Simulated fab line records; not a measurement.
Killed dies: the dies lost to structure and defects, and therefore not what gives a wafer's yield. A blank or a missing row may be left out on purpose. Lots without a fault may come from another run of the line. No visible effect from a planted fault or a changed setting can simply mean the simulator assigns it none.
Struck lot and sound lot, side by side + flow n5 finfet + 16 steps out of a route of 1938
Sound: the wafers L308.3, L308.4, L308.6. Struck: wafer L294.1 (left out: L294.2, L294.5 of the same lot, which were not struck); the cause appears at the end.
Per side, at each step with rows, come the tool, then ch with its chambers, and then its first start. Under that, the readings that differ: sound wafers + struck wafers + difference of the means + sigmas: that difference in standard deviations of wafers without a fault.
alike: readings whose means differ by less than 2 such deviations, and words and numbers that are the same on both sides. not compared: withheld readings, readings that some wafer has no value for, bounds like >300 that may hide the same value, and numbers for which the record gives no deviation and whose values overlap.
Wherever a step has rows on one side only, a row that says differs or no value, or a row with sigmas, the two part there. When numbers do not overlap yet have no deviation, they are printed without sigmas and do not part them. A reading missing from all wafers of one side parts the sides only when that side holds two or more wafers.

first, 6 steps without rows for these wafers: N5_BEOL_M2_COAT_22 (resist thk 30 nm); N5_BEOL_M2_EBR_24; N5_BEOL_M2_SOFTBAKE_23 (time 60 s); N5_BEOL_M2_EXPOSE_25 (exposes mask V1, defocus 5 nm); N5_BEOL_M2_PEB_26 (peb time 60 s); N5_BEOL_M2_DEVELOP_27 (develop time 30 s).
N5_BEOL_M2_CD_MEAS_28: target cd 26.2 nm, target cd y 24.1 nm.
  sound on cd sem-02 ch 0, day 10 22:44; struck on cd sem-01 ch 0, day 7 20:18
  alike: cd nm
N5_BEOL_M2_OVL_MEAS_29:
  sound on overlay-01 ch 0, day 10 22:47; struck on overlay-02 ch 0, day 7 20:20
  alike: V1_OVL
N5_BEOL_M2_INSPECT_30: inspects for defects (brightfield).
  sound on defect inspect-01, day 10 22:50; struck on defect inspect-02, day 7 20:23
| reading          | sound       | struck | difference | sigmas |
|------------------|-------------|--------|------------|--------|
| raw defect count | 769 621 540 | 417    | -226       | -2     |
N5_BEOL_M2_DESCUM_33: chemistry O2, time 7 s.
  sound on rie diel-03 ch 2,3, day 10 22:52; struck on rie diel-04 ch 2, day 7 20:25
| reading               | sound             | struck | difference | sigmas |
|-----------------------|-------------------|--------|------------|--------|
| oes product au (a.u.) | 0.99 0.88 0.99    | 0.73   | -0.22      | -2     |
| rf vpp V (V)          | 246.5 242.5 245.4 | 241.4  | -3.4       | -2     |
  alike: drypump motor current A, showerhead plenum p Torr, throttle valve pct
  not compared: rf hours counter h
N5_BEOL_M2_ETCH_77: etches underlayer in N2/H2, target depth 6.5 nm, time 5.2 s.
  sound on rie diel-03 ch 2,3, day 10 22:53; struck on rie diel-04 ch 2, day 7 20:28
  alike: drypump motor current A, etch rf on time s, oes product au, rf vpp V, showerhead plenum p Torr, throttle valve pct
  not compared: rf hours counter h
N5_BEOL_M2_ETCH_69: etches SiARC in CF4, target depth 15.6 nm, time 26 s.
  sound on rie diel-03 ch 2,3, day 10 22:55; struck on rie diel-04 ch 2, day 7 20:29
| reading                         | sound             | struck | difference | sigmas |
|---------------------------------|-------------------|--------|------------|--------|
| oes product au (a.u.)           | 0.82 0.75 0.82    | 0.62   | -0.18      | -2     |
| rf vpp V (V)                    | 185.0 183.5 186.8 | 182.2  | -2.9       | -2     |
| showerhead plenum p Torr (Torr) | 2.29 2.10 2.29    | 2.06   | -0.17      | -2     |
  alike: cf4 flow sccm, drypump motor current A, etch rf on time s, throttle valve pct
  not compared: rf hours counter h
N5_BEOL_M2_ALD_98: deposits SiO2, target thk 2.5 nm, pulse time 1 s, co reactant pulse time 1 s.
  sound on ald sin-02 ch 0,2, day 10 23:02; struck on ald sin-04 ch 3, day 7 20:34
| reading                    | sound             | struck | difference | sigmas |
|----------------------------|-------------------|--------|------------|--------|
| ald cycles                 | 17 17 17          | 16     | -1         |        |
| heater power w (W)         | 77 74 80          | 97     | +20        | +2     |
| precursor pulse height rel | 0.990 0.979 0.997 | 1.041  | +0.052     | +3     |
N5_BEOL_M2_ETCHBACK_99: etches SiO2 in CHF3, target depth 5 nm, time 10.4 s.
  sound on rie diel-04 ch 0,1, day 11 02:33; struck on rie diel-03 ch 1, day 8 03:50
  alike: drypump motor current A, oes product au, rf vpp V, showerhead plenum p Torr, throttle valve pct
  not compared: rf hours counter h
N5_BEOL_M4_RC_MEAS_101:
  sound on prober-02 ch 0, day 12 10:41; struck on prober-01 ch 0, day 9 09:56
| reading        | sound          | struck | difference | sigmas |
|----------------|----------------|--------|------------|--------|
| IOFF_P (nA/um) | 0.24 0.28 0.35 | 0.20   | -0.09      | -2     |
| ION_P (uA/um)  | 476 484 494    | 466    | -19        | -2     |
| SS_N (mV/dec)  | 71.7 71.9 72.1 | 70.5   | -1.4       | -2     |
| VT_P (mV)      | -245 -242 -240 | -250   | -8         | -2     |
  alike: DIBL_N, DIBL_P, IOFF_N, ION_N, SS_P, VT_N
next, for these wafers, 1 step has no rows: N5_PASSIVATION_PROBE_49.

## WHERE THEY PART
Earliest at N5_BEOL_M2_INSPECT_30; latest, in this record, at N5_BEOL_M4_RC_MEAS_101.

WHY: what the simulator had put in
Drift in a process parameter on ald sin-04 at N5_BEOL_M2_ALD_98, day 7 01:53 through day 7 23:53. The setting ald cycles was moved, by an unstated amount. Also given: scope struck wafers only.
